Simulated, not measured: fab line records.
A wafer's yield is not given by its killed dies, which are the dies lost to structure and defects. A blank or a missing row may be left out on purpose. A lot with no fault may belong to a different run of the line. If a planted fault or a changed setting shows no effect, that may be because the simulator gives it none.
Which tool is to blame? || flow n5Finfet || Sampling: 8 lots, 24 wafers, 6 of 1938 route steps

== WHAT THE GAUGES READ, wafer by wafer ==
N5_SD_ACTIVATION_RS_MEAS_03: a four-point-probe measurement.
{"lot": "L557", "measured": "day 3 14:16", "on": "filmMetro-01", "RS_SD_N (ohm/sq)": "22.6 22.0 22.3", "RS_SD_P (ohm/sq)": "57.7 57.3 57.8"}
{"lot": "L559", "measured": "day 3 23:30", "on": "filmMetro-01", "RS_SD_N (ohm/sq)": "21.6 21.7 21.6", "RS_SD_P (ohm/sq)": "56.4 55.6 56.4"}
{"lot": "L566", "measured": "day 5 15:28", "on": "filmMetro-01", "RS_SD_N (ohm/sq)": "21.9 21.9 21.8", "RS_SD_P (ohm/sq)": "54.3 55.1 54.7"}
{"lot": "L568", "measured": "day 6 08:12", "on": "filmMetro-01", "RS_SD_N (ohm/sq)": "22.3 22.3 22.4", "RS_SD_P (ohm/sq)": "55.8 55.0 54.6"}
{"lot": "L570", "measured": "day 6 17:11", "on": "filmMetro-02", "RS_SD_N (ohm/sq)": "21.8 21.8 21.6", "RS_SD_P (ohm/sq)": "55.7 55.9 55.3"}
{"lot": "L573", "measured": "day 7 14:25", "on": "filmMetro-01", "RS_SD_N (ohm/sq)": "21.7 21.6 21.7", "RS_SD_P (ohm/sq)": "55.3 54.7 54.2"}
{"lot": "L577", "measured": "day 8 11:57", "on": "filmMetro-01", "RS_SD_N (ohm/sq)": "18.8 19.0 18.9", "RS_SD_P (ohm/sq)": "55.6 55.9 55.6"}
{"lot": "L579", "measured": "day 9 00:52", "on": "filmMetro-01", "RS_SD_N (ohm/sq)": "18.5 18.7 18.9", "RS_SD_P (ohm/sq)": "55.5 54.6 55.6"}

N5_BEOL_M4_RC_MEAS_101.
{"lot": "L557", "measured": "day 8 14:43", "on": "prober-02", "DIBL_N (mV/V)": "35.3 33.1 35.4", "DIBL_P (mV/V)": "35.0 32.6 35.4", "IOFF_N (nA/um)": "0.147 0.115 0.157", "IOFF_P (nA/um)": "0.18 0.16 0.20", "IOFF_P_LONG (nA/um)": "0.000109 0.000106 0.000106", "ION_N (uA/um)": "670 664 679", "ION_P (uA/um)": "456 458 466", "RC_DENSE_N (ohm.um)": "19.6 19.7 19.3", "RC_N (ohm.um)": "15.8 16.1 15.7", "REXT_N (ohm.um)": "77.0 76.9 76.9", "RS_SD_N (ohm/sq)": "29.1 28.8 28.8", "SS_N (mV/dec)": "71.7 70.6 70.9", "SS_P (mV/dec)": "72.2 72.7 72.6", "VT_N (mV)": "248 254 248", "VT_P (mV)": "-254 -252 -247"}
{"lot": "L559", "measured": "day 9 00:02", "on": "prober-02", "DIBL_N (mV/V)": "33.6 36.0 35.5", "DIBL_P (mV/V)": "35.7 38.2 37.7", "IOFF_N (nA/um)": "0.140 0.180 0.182", "IOFF_P (nA/um)": "0.19 0.24 0.22", "IOFF_P_LONG (nA/um)": "0.00011 0.000111 0.000109", "ION_N (uA/um)": "675 683 686", "ION_P (uA/um)": "461 466 462", "RC_DENSE_N (ohm.um)": "18.2 19.0 19.2", "RC_N (ohm.um)": "14.9 15.7 15.8", "REXT_N (ohm.um)": "74.3 74.5 74.0", "RS_SD_N (ohm/sq)": "27.7 28.4 28.0", "SS_N (mV/dec)": "70.7 71.5 71.5", "SS_P (mV/dec)": "74.2 73.6 74.4", "VT_N (mV)": "247 245 246", "VT_P (mV)": "-252 -249 -248"}
{"lot": "L566", "measured": "day 11 00:26", "on": "prober-01", "DIBL_N (mV/V)": "35.3 32.1 34.6", "DIBL_P (mV/V)": "35.3 31.7 35.5", "IOFF_N (nA/um)": "0.149 0.108 0.132", "IOFF_P (nA/um)": "0.23 0.17 0.21", "IOFF_P_LONG (nA/um)": "0.000109 0.000108 0.000116", "ION_N (uA/um)": "674 662 664", "ION_P (uA/um)": "465 460 462", "RC_DENSE_N (ohm.um)": "18.9 19.1 18.7", "RC_N (ohm.um)": "15.6 15.5 15.1", "REXT_N (ohm.um)": "76.6 76.5 76.2", "RS_SD_N (ohm/sq)": "28.6 28.7 28.1", "SS_N (mV/dec)": "71.1 70.5 71.6", "SS_P (mV/dec)": "73.4 71.9 72.2", "VT_N (mV)": "251 254 253", "VT_P (mV)": "-250 -250 -246"}
{"lot": "L568", "measured": "day 11 10:58", "on": "prober-01", "DIBL_N (mV/V)": "34.0 31.6 35.0", "DIBL_P (mV/V)": "34.9 31.7 35.7", "IOFF_N (nA/um)": "0.120 0.090 0.139", "IOFF_P (nA/um)": "0.19 0.15 0.20", "IOFF_P_LONG (nA/um)": "0.000114 0.000114 0.00011", "ION_N (uA/um)": "654 637 672", "ION_P (uA/um)": "458 446 465", "RC_DENSE_N (ohm.um)": "18.4 17.8 18.4", "RC_N (ohm.um)": "14.9 14.5 15.2", "REXT_N (ohm.um)": "76.3 75.9 75.6", "RS_SD_N (ohm/sq)": "28.9 28.3 28.6", "SS_N (mV/dec)": "70.6 70.3 70.4", "SS_P (mV/dec)": "72.7 72.0 73.0", "VT_N (mV)": "256 260 252", "VT_P (mV)": "-250 -251 -249"}
{"lot": "L570", "measured": "day 11 22:42", "on": "prober-02", "DIBL_N (mV/V)": "35.4 33.1 32.8", "DIBL_P (mV/V)": "36.4 33.2 33.1", "IOFF_N (nA/um)": "0.139 0.101 0.107", "IOFF_P (nA/um)": "0.19 0.15 0.15", "IOFF_P_LONG (nA/um)": "0.000106 0.000107 0.0001", "ION_N (uA/um)": "662 649 663", "ION_P (uA/um)": "460 449 449", "RC_DENSE_N (ohm.um)": "19.3 18.4 18.3", "RC_N (ohm.um)": "15.4 15.1 14.9", "REXT_N (ohm.um)": "77.2 76.5 77.1", "RS_SD_N (ohm/sq)": "28.3 28.0 28.2", "SS_N (mV/dec)": "71.7 71.2 71.0", "SS_P (mV/dec)": "73.9 72.4 72.7", "VT_N (mV)": "252 256 256", "VT_P (mV)": "-250 -253 -255"}
{"lot": "L573", "measured": "day 12 13:41", "on": "prober-01", "DIBL_N (mV/V)": "33.4 37.6 37.0", "DIBL_P (mV/V)": "31.0 36.8 36.0", "IOFF_N (nA/um)": "0.119 0.200 0.192", "IOFF_P (nA/um)": "0.16 0.24 0.23", "IOFF_P_LONG (nA/um)": "0.000107 0.0001 0.000109", "ION_N (uA/um)": "656 695 694", "ION_P (uA/um)": "459 468 466", "RC_DENSE_N (ohm.um)": "19.4 18.5 18.5", "RC_N (ohm.um)": "15.9 15.1 15.3", "REXT_N (ohm.um)": "75.2 73.5 74.1", "RS_SD_N (ohm/sq)": "28.0 27.8 28.2", "SS_N (mV/dec)": "70.7 72.2 71.7", "SS_P (mV/dec)": "72.1 73.1 73.6", "VT_N (mV)": "255 247 245", "VT_P (mV)": "-252 -248 -247"}
{"lot": "L577", "measured": "day 13 11:02", "on": "prober-02", "DIBL_N (mV/V)": "34.5 35.9 36.9", "DIBL_P (mV/V)": "35.6 35.7 36.6", "IOFF_N (nA/um)": "0.145 0.171 0.191", "IOFF_P (nA/um)": "0.20 0.22 0.23", "IOFF_P_LONG (nA/um)": "0.000134 0.000125 0.000143", "ION_N (uA/um)": "673 669 672", "ION_P (uA/um)": "458 451 452", "RC_DENSE_N (ohm.um)": "15.7 15.6 16.9", "RC_N (ohm.um)": "12.8 12.7 13.7", "REXT_N (ohm.um)": "70.5 70.4 71.2", "RS_SD_N (ohm/sq)": "24.7 24.8 24.8", "SS_N (mV/dec)": "71.1 71.5 72.3", "SS_P (mV/dec)": "74.3 74.0 73.6", "VT_N (mV)": "252 250 249", "VT_P (mV)": "-250 -251 -249"}
{"lot": "L579", "measured": "day 13 19:15", "on": "prober-02", "DIBL_N (mV/V)": "37.3 35.5 37.5", "DIBL_P (mV/V)": "37.4 34.5 37.1", "IOFF_N (nA/um)": "0.156 0.124 0.153", "IOFF_P (nA/um)": "0.22 0.19 0.22", "IOFF_P_LONG (nA/um)": "0.00013 0.000143 0.000138", "ION_N (uA/um)": "675 671 666", "ION_P (uA/um)": "459 464 454", "RC_DENSE_N (ohm.um)": "16.8 17.0 17.1", "RC_N (ohm.um)": "13.7 13.9 13.8", "REXT_N (ohm.um)": "70.4 69.3 70.0", "RS_SD_N (ohm/sq)": "24.8 24.3 25.0", "SS_N (mV/dec)": "71.2 71.9 71.7", "SS_P (mV/dec)": "73.6 72.4 73.9", "VT_N (mV)": "248 253 250", "VT_P (mV)": "-249 -250 -248"}

== EACH LOT AND THE TOOL THAT RAN IT (in order: tool; ch and the chambers of the sampled wafers; start) ==
{"lot": "L557", "N5_SD_EPI_P_ETCH_16": "rieDiel-02 ch 0,1, day 3 09:40", "N5_SD_ACTIVATION_LSA_01": "laserAnneal-02 ch 0, day 3 14:04", "N5_ILD0_LINER_00": "aldSin-04 ch 1,2, day 3 14:38", "N5_ILD0_ALD_15": "aldSin-04 ch 0,1,2, day 3 18:21"}
{"lot": "L559", "N5_SD_EPI_P_ETCH_16": "rieDiel-06 ch 0,1,3, day 3 19:45", "N5_SD_ACTIVATION_LSA_01": "laserAnneal-02 ch 0, day 3 23:17", "N5_ILD0_LINER_00": "aldSin-01 ch 0,1, day 3 23:52", "N5_ILD0_ALD_15": "aldSin-04 ch 1,2,3, day 4 03:35"}
{"lot": "L566", "N5_SD_EPI_P_ETCH_16": "rieDiel-06 ch 0,1,3, day 5 11:56", "N5_SD_ACTIVATION_LSA_01": "laserAnneal-01 ch 0, day 5 15:16", "N5_ILD0_LINER_00": "aldSin-01 ch 0,1,3, day 5 15:50", "N5_ILD0_ALD_15": "aldSin-04 ch 0,1,3, day 5 19:49"}
{"lot": "L568", "N5_SD_EPI_P_ETCH_16": "rieDiel-01 ch 1,2, day 6 04:39", "N5_SD_ACTIVATION_LSA_01": "laserAnneal-01 ch 0, day 6 07:59", "N5_ILD0_LINER_00": "aldSin-03 ch 0,1,2, day 6 08:34", "N5_ILD0_ALD_15": "aldSin-01 ch 0,1,3, day 6 12:17"}
{"lot": "L570", "N5_SD_EPI_P_ETCH_16": "rieDiel-02 ch 2,3, day 6 12:46", "N5_SD_ACTIVATION_LSA_01": "laserAnneal-02 ch 0, day 6 16:59", "N5_ILD0_LINER_00": "aldSin-04 ch 0,1,2, day 6 17:31", "N5_ILD0_ALD_15": "aldSin-03 ch 0,1,2, day 6 21:15"}
{"lot": "L573", "N5_SD_EPI_P_ETCH_16": "rieDiel-01 ch 1,3, day 7 10:48", "N5_SD_ACTIVATION_LSA_01": "laserAnneal-01 ch 0, day 7 14:13", "N5_ILD0_LINER_00": "aldSin-03 ch 0,3, day 7 14:45", "N5_ILD0_ALD_15": "aldSin-04 ch 0,1,3, day 7 18:28"}
{"lot": "L577", "N5_SD_EPI_P_ETCH_16": "rieDiel-02 ch 0,1,2, day 8 08:15", "N5_SD_ACTIVATION_LSA_01": "laserAnneal-01 ch 0, day 8 11:44", "N5_ILD0_LINER_00": "aldSin-03 ch 1,3, day 8 12:19", "N5_ILD0_ALD_15": "aldSin-03 ch 1,3, day 8 17:17"}
{"lot": "L579", "N5_SD_EPI_P_ETCH_16": "rieDiel-01 ch 0,2,3, day 8 20:29", "N5_SD_ACTIVATION_LSA_01": "laserAnneal-01 ch 0, day 9 00:40", "N5_ILD0_LINER_00": "aldSin-03 ch 0,2, day 9 01:13", "N5_ILD0_ALD_15": "aldSin-04 ch 0,2, day 9 05:50"}
- N5_SD_EPI_P_ETCH_16: etches SiO2 in CHF3/O2, target depth 5 nm.
- N5_SD_ACTIVATION_LSA_01: time 0.0008 s.
- N5_ILD0_LINER_00: material SiNx, target thk 4 nm, pulse time 1 s, purge time 2 s.
- N5_ILD0_ALD_15: deposits SiNx, target thk 24 nm, pulse time 1 s, ald cycles 480.

== WHAT THE TOOLS THEMSELVES READ (means of the sampled wafers that have a number; where no wafer has one, the mark that the record gives instead) ==
N5_SD_EPI_P_ETCH_16.
{"lot": "L557", "tool": "rieDiel-02", "drypumpMotorCurrentA (A)": 5.3, "oes_o_777_au (a.u.)": 0.87, "oesProductAu (a.u.)": 0.88, "rfVppV (V)": 527, "showerheadPlenumPTorr (Torr)": 2.37, "throttleValvePct (%)": 18.93}
{"lot": "L559", "tool": "rieDiel-06", "drypumpMotorCurrentA (A)": 5.4, "oes_o_777_au (a.u.)": 0.76, "oesProductAu (a.u.)": 0.75, "rfVppV (V)": 524, "showerheadPlenumPTorr (Torr)": 2.44, "throttleValvePct (%)": 18.96}
{"lot": "L566", "tool": "rieDiel-06", "drypumpMotorCurrentA (A)": 5.4, "oes_o_777_au (a.u.)": 0.74, "oesProductAu (a.u.)": 0.74, "rfVppV (V)": 524, "showerheadPlenumPTorr (Torr)": 2.43, "throttleValvePct (%)": 18.98}
{"lot": "L568", "tool": "rieDiel-01", "drypumpMotorCurrentA (A)": 5.7, "oes_o_777_au (a.u.)": 0.79, "oesProductAu (a.u.)": 0.79, "rfVppV (V)": 520, "showerheadPlenumPTorr (Torr)": 2.39, "throttleValvePct (%)": 18.86}
{"lot": "L570", "tool": "rieDiel-02", "drypumpMotorCurrentA (A)": 6.1, "oes_o_777_au (a.u.)": 0.77, "oesProductAu (a.u.)": 0.78, "rfVppV (V)": 528, "showerheadPlenumPTorr (Torr)": 2.47, "throttleValvePct (%)": 19.00}
{"lot": "L573", "tool": "rieDiel-01", "drypumpMotorCurrentA (A)": 6.0, "oes_o_777_au (a.u.)": 0.77, "oesProductAu (a.u.)": 0.77, "rfVppV (V)": 531, "showerheadPlenumPTorr (Torr)": 2.33, "throttleValvePct (%)": 18.84}
{"lot": "L577", "tool": "rieDiel-02", "drypumpMotorCurrentA (A)": 5.6, "oes_o_777_au (a.u.)": 0.75, "oesProductAu (a.u.)": 0.76, "rfVppV (V)": 526, "showerheadPlenumPTorr (Torr)": 2.40, "throttleValvePct (%)": 19.09}
{"lot": "L579", "tool": "rieDiel-01", "drypumpMotorCurrentA (A)": 6.1, "oes_o_777_au (a.u.)": 0.84, "oesProductAu (a.u.)": 0.83, "rfVppV (V)": 531, "showerheadPlenumPTorr (Torr)": 2.37, "throttleValvePct (%)": 18.77}

N5_SD_ACTIVATION_LSA_01.
{"lot": "L557", "tool": "laserAnneal-02", "wafer_temp_C_max": 1082.5}
{"lot": "L559", "tool": "laserAnneal-02", "wafer_temp_C_max": 1082.3}
{"lot": "L566", "tool": "laserAnneal-01", "wafer_temp_C_max": 1085.0}
{"lot": "L568", "tool": "laserAnneal-01", "wafer_temp_C_max": 1085.1}
{"lot": "L570", "tool": "laserAnneal-02", "wafer_temp_C_max": 1082.2}
{"lot": "L573", "tool": "laserAnneal-01", "wafer_temp_C_max": 1084.9}
{"lot": "L577", "tool": "laserAnneal-01", "wafer_temp_C_max": 1116.5}
{"lot": "L579", "tool": "laserAnneal-01", "wafer_temp_C_max": 1115.8}

N5_ILD0_LINER_00.
{"lot": "L557", "tool": "aldSin-04", "heaterPowerW (W)": 880, "precursorPulseHeightRel": 1.006}
{"lot": "L559", "tool": "aldSin-01", "heaterPowerW (W)": 882, "precursorPulseHeightRel": 0.996}
{"lot": "L566", "tool": "aldSin-01", "heaterPowerW (W)": 898, "precursorPulseHeightRel": 1.015}
{"lot": "L568", "tool": "aldSin-03", "heaterPowerW (W)": 787, "precursorPulseHeightRel": 0.987}
{"lot": "L570", "tool": "aldSin-04", "heaterPowerW (W)": 859, "precursorPulseHeightRel": 0.997}
{"lot": "L573", "tool": "aldSin-03", "heaterPowerW (W)": 814, "precursorPulseHeightRel": 1.001}
{"lot": "L577", "tool": "aldSin-03", "heaterPowerW (W)": 852, "precursorPulseHeightRel": 1.000}
{"lot": "L579", "tool": "aldSin-03", "heaterPowerW (W)": 739, "precursorPulseHeightRel": 1.003}

N5_ILD0_ALD_15.
{"lot": "L557", "tool": "aldSin-04", "heaterPowerW (W)": 851, "precursorPulseHeightRel": 0.997}
{"lot": "L559", "tool": "aldSin-04", "heaterPowerW (W)": 862, "precursorPulseHeightRel": 1.003}
{"lot": "L566", "tool": "aldSin-04", "heaterPowerW (W)": 842, "precursorPulseHeightRel": 0.983}
{"lot": "L568", "tool": "aldSin-01", "heaterPowerW (W)": 901, "precursorPulseHeightRel": 0.991}
{"lot": "L570", "tool": "aldSin-03", "heaterPowerW (W)": 781, "precursorPulseHeightRel": 1.013}
{"lot": "L573", "tool": "aldSin-04", "heaterPowerW (W)": 863, "precursorPulseHeightRel": 1.011}
{"lot": "L577", "tool": "aldSin-03", "heaterPowerW (W)": 860, "precursorPulseHeightRel": 1.001}
{"lot": "L579", "tool": "aldSin-04", "heaterPowerW (W)": 823, "precursorPulseHeightRel": 0.993}

== THE ANSWER, worked out from the rows above alone ==
Rule: the lots themselves supply what counts as usual. The widest of any qualifying gaps counts: lots, ordered by their means at a reading, are off when they make up no more than a third of the lots, leave a main group of 4 or more, and stand apart from it by 3 or more times the standard deviation of that group's means. The tables above print the reading to a certain number of digits; a main group whose means all agree to those digits is not used. A lot without any number at a reading at which 4 lots or more have one is off too. Any other lot the step has rows for is counted as sound. Order of review: gauges by route order, followed by the tools' own readings, for which a lot's mean as printed above is used. At the first step where some lot is off, the reading lying furthest off is the one used; lots without a number count as furthest.
Off: at N5_SD_ACTIVATION_RS_MEAS_03 (RS_SD_N), L577, L579. Main group: mean 21.9 ohm/sq, sd 0.29.
If a tool, at a process step before that reading, ran all the lots that are off and no sound lot after the first of them, it fits. Not tried: the gauges at N5_SD_ACTIVATION_RS_MEAS_03; whatever is off there is also off at N5_BEOL_M4_RC_MEAS_101, on other tools, and gauge error can't account for it. One fits: N5_SD_ACTIVATION_LSA_01 on laserAnneal-01. A fault onset in the window from L573 (day 7 14:13, its last sound lot) to L577 (day 8 11:44, its first lot off) fits.
The tool's own readings at N5_SD_ACTIVATION_LSA_01 bear it out: on the lots that are off they differ by more than 5 times the standard deviation of the sound lots' means. wafer_temp_C_max reads 1116.2 there against 1083.7 on the sound lots.

== WHAT HAD BEEN PUT IN BY THE SIMULATOR ==
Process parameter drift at N5_SD_ACTIVATION_LSA_01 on laserAnneal-01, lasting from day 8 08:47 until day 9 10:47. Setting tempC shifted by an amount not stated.
Lots struck among those shown: L577, L579. This agrees with what the rule above found.
